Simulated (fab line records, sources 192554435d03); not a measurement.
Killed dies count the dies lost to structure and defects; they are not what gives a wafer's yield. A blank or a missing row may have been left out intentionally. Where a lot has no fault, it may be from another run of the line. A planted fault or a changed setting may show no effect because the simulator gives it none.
Matching of chambers | flow n5 finfet | N5_PMOS_HMC_CHANNEL_EPI_ETCH_38 on rie si-03: 4 sister chambers
The step etches SiO2 in CF4, target depth 1.5 nm. 4 wafers are shown with their chamber, then 7 later ones without.

## WAFERS PAIRED WITH THEIR CHAMBERS
wafer  | chamber | throttle valve pct (%)
L084.5 | 1       | 21.42
L085.2 | 3       | 22.08
L085.5 | 2       | 21.68
L088.4 | 0       | 21.39

## WAFERS WHOSE CHAMBER IS MISSING
wafer  | throttle valve pct (%)
L088.5 | 21.43
L090.2 | 22.08
L090.3 | 21.41
L090.5 | 22.08
L092.1 | 21.36
L092.2 | 21.70
L092.3 | 22.07

## EACH ONE'S CHAMBER
wafer  | from the rows above     | in truth
L088.5 | can't be placed: 1 or 0 | 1
L090.2 | 3                       | 3
L090.3 | can't be placed: 1 or 0 | 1
L090.5 | 3                       | 3
L092.1 | can't be placed: 0 or 1 | 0
L092.2 | 2                       | 2
L092.3 | 3                       | 3
Correct placement for 4 of the 7. These rows do not allow placing 3 (true chamber among the candidates in 3). Number placed wrongly: 0.
How it was worked out, from the rows above alone: a wafer's distance from a chamber is the root of the sum, over the readings, of the square of ((its reading less the chamber's mean) divided by the reading's scatter). The wafer belongs to the nearest chamber; if the next one is less than 2 further off, it can't be placed. Each chamber's mean is taken over the wafers shown for it. The scatter: with one shown wafer a chamber, the root of the mean of the squares of how far each hidden wafer lies from its nearest shown one.
